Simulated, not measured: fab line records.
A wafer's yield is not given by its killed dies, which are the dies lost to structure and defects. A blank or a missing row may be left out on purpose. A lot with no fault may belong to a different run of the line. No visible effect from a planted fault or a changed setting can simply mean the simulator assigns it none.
Chamber matching    flow nand harc    3 sister chambers for NHARC_A_CONTACT_DEP_58 on pecvd-04
The step deposits SiON, target thk 90 nm. 6 wafers are shown with their chamber, then 7 later ones without.

## WAFERS, EACH WITH ITS CHAMBER
wafer   chamber  showerhead vpp V (V)  heater power w (W)
L300.2  0        1278                  710
L304.2  1        1183                  866
L304.5  2        1268                  757
L304.6  0        1256                  756
L302.1  2        1273                  755
L302.2  1        1166                  890

## WAFERS WHOSE CHAMBER IS MISSING
wafer   showerhead vpp V (V)  heater power w (W)
L302.5  1288                  663
L308.1  1245                  736
L308.2  1188                  873
L308.3  1271                  639
L310.4  1268                  685
L310.5  1258                  752
L310.6  1186                  902

## EACH ONE'S CHAMBER
wafer   from the rows above      in truth
L302.5  can't be placed: 0 or 2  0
L308.1  can't be placed: 0 or 2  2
L308.2  1                        1
L308.3  can't be placed: 0 or 2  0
L310.4  can't be placed: 0 or 2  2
L310.5  can't be placed: 2 or 0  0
L310.6  1                        1
Placed correctly: 2 of 7. Unplaceable from these rows: 5, with the true chamber sitting among the candidates in 5. Number placed wrongly: 0.
How it was worked out, from the rows above alone: a wafer's distance from a chamber is the root of the sum, over the readings, of the square of ((its reading less the chamber's mean) divided by the reading's scatter). If the next closest chamber is less than 2 further off than the closest, the wafer can't be placed; otherwise it belongs to the closest. For every chamber, the mean is computed from those of its wafers that are shown. The scatter is the square root of a quotient: the sum, over the shown wafers, of each reading's squared deviation from its chamber's mean, divided by wafers minus chambers.
